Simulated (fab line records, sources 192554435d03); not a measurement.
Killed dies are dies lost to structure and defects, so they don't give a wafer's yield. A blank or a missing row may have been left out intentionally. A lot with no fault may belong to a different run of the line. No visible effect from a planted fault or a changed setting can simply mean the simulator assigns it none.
Chamber matching + flow n5Finfet + N5_BEOL_M9_DEP_56 on pecvd-03: 3 sister chambers
The step deposits SiCN from 3MS/NH3, target thk 15 nm, time 26.5 s. 6 wafers are shown with their chamber, then 10 later ones without.

WAFERS PAIRED WITH THEIR CHAMBERS
| wafer  | chamber | throttleValvePct (%) | showerheadPlenumPTorr (Torr) |
|--------|---------|----------------------|------------------------------|
| L084.6 | 1       | 9.8                  | 3.644                        |
| L088.1 | 2       | 8.1                  | 3.675                        |
| L088.2 | 1       | 9.9                  | 3.644                        |
| L088.4 | 0       | 9.6                  | 3.695                        |
| L091.2 | 0       | 9.5                  | 3.681                        |
| L091.3 | 2       | 8.2                  | 3.670                        |

WAFERS WITH NO CHAMBER GIVEN
| wafer  | throttleValvePct (%) | showerheadPlenumPTorr (Torr) |
|--------|----------------------|------------------------------|
| L091.6 | 9.7                  | 3.640                        |
| L089.1 | 9.5                  | 3.680                        |
| L089.5 | 9.6                  | 3.645                        |
| L089.6 | 8.6                  | 3.666                        |
| L090.1 | 9.9                  | 3.688                        |
| L090.4 | 9.7                  | 3.643                        |
| L090.6 | 9.6                  | 3.681                        |
| L097.3 | 9.9                  | 3.686                        |
| L097.4 | 9.9                  | 3.698                        |
| L097.5 | 9.5                  | 3.646                        |

THE CHAMBER EACH PASSED THROUGH
| wafer  | from the rows above     | in truth |
|--------|-------------------------|----------|
| L091.6 | 1                       | 1        |
| L089.1 | 0                       | 0        |
| L089.5 | 1                       | 1        |
| L089.6 | 2                       | 2        |
| L090.1 | 0                       | 0        |
| L090.4 | 1                       | 1        |
| L090.6 | 0                       | 0        |
| L097.3 | can't be placed: 0 or 1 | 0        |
| L097.4 | 0                       | 0        |
| L097.5 | can't be placed: 1 or 0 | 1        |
8 of 10 placed correctly. From these rows, 2 cannot be placed; in 2 the true chamber is one of the candidates. Wrongly placed: 0.
How it was worked out, from the rows above alone: a wafer's distance from a chamber is the root of the sum, over the readings, of the square of ((its reading less the chamber's mean) divided by the reading's scatter). If the next closest chamber is less than 2 further off than the closest, the wafer can't be placed; otherwise it belongs to the closest. A chamber's mean is the mean of its shown wafers. The scatter is the square root of a quotient: the sum, over the shown wafers, of each reading's squared deviation from its chamber's mean, divided by wafers minus chambers.
